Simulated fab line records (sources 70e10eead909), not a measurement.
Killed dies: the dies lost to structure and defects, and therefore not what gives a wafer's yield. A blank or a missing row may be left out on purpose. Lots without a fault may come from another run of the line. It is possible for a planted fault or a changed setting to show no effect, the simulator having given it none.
Chamber matching ; flow nand harc ; NHARC_A_STAIRCASE_DESCUM_252 on rie diel-09: 4 sister chambers
The step chemistry O2, time 3 s. 4 wafers are shown with their chamber, then 9 later ones without.

## WAFERS WITH THEIR CHAMBER
wafer;chamber;drypump motor current A (A)
L083.6;2;5.7
L087.4;0;5.7
L091.2;3;4.7
L091.5;1;5.8

## WAFERS MISSING THEIR CHAMBER
wafer;drypump motor current A (A)
L092.1;5.6
L092.5;5.7
L092.6;4.8
L093.1;5.7
L093.3;5.7
L093.5;5.6
L097.2;4.7
L097.3;5.8
L097.6;5.8

## WHICH CHAMBER EACH ONE RAN IN
wafer;from the rows above;in truth
L092.1;can't be placed: 0 or 2 or 1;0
L092.5;can't be placed: 0 or 2 or 1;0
L092.6;3;3
L093.1;can't be placed: 0 or 2 or 1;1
L093.3;can't be placed: 0 or 2 or 1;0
L093.5;can't be placed: 0 or 2 or 1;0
L097.2;3;3
L097.3;can't be placed: 1 or 0 or 2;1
L097.6;can't be placed: 1 or 0 or 2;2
Correctly placed: 2 of 9. Cannot be placed on the basis of these rows: 7; the candidates contain the true chamber in 7. Wrongly placed: 0.
How it was worked out, from the rows above alone: a wafer's distance from a chamber is the root of the sum, over the readings, of the square of ((its reading less the chamber's mean) divided by the reading's scatter). If the next closest chamber is less than 2 further off than the closest, the wafer can't be placed; otherwise it belongs to the closest. Each chamber's mean is taken over the wafers shown for it. The scatter: root of mean squared gap, hidden wafer to nearest shown wafer, with one shown wafer a chamber.
